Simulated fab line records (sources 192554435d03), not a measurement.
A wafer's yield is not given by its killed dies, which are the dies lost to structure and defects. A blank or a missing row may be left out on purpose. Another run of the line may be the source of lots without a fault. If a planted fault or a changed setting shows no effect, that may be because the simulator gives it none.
Matching of chambers -- flow n5 finfet -- 3 sister chambers for N5_BEOL_M9_PECVD_70 on pecvd-04
The step deposits SiO2 from TEOS/O2, target thk 20 nm, time 22.7 s. 3 wafers are shown with their chamber, then 9 later ones without.

WAFERS PAIRED WITH THEIR CHAMBERS
wafer,chamber,throttle valve pct (%)
L084.6,1,23.5
L085.4,2,21.5
L085.5,0,23.6

WAFERS WITHOUT THEIR CHAMBER
wafer,throttle valve pct (%)
L092.1,21.9
L092.3,23.4
L092.4,21.5
L094.1,23.6
L094.2,23.4
L094.3,21.8
L096.2,21.9
L096.4,21.8
L096.5,23.6

WHICH CHAMBER EACH ONE RAN IN
wafer,from the rows above,in truth
L092.1,2,2
L092.3,can't be placed: 1 or 0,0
L092.4,2,2
L094.1,can't be placed: 0 or 1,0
L094.2,can't be placed: 1 or 0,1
L094.3,2,2
L096.2,2,2
L096.4,2,2
L096.5,can't be placed: 0 or 1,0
Correctly placed: 5 of 9. Can't be placed from these rows: 4 (the true chamber is among the candidates in 4). Wrongly placed: 0.
How it was worked out, from the rows above alone: a wafer's distance from a chamber is the root of the sum, over the readings, of the square of ((its reading less the chamber's mean) divided by the reading's scatter). The wafer belongs to the nearest chamber; if the next one is less than 2 further off, it can't be placed. The mean given for a chamber averages the wafers shown for that chamber. The scatter: with one shown wafer a chamber, the root of the mean of the squares of how far each hidden wafer lies from its nearest shown one.
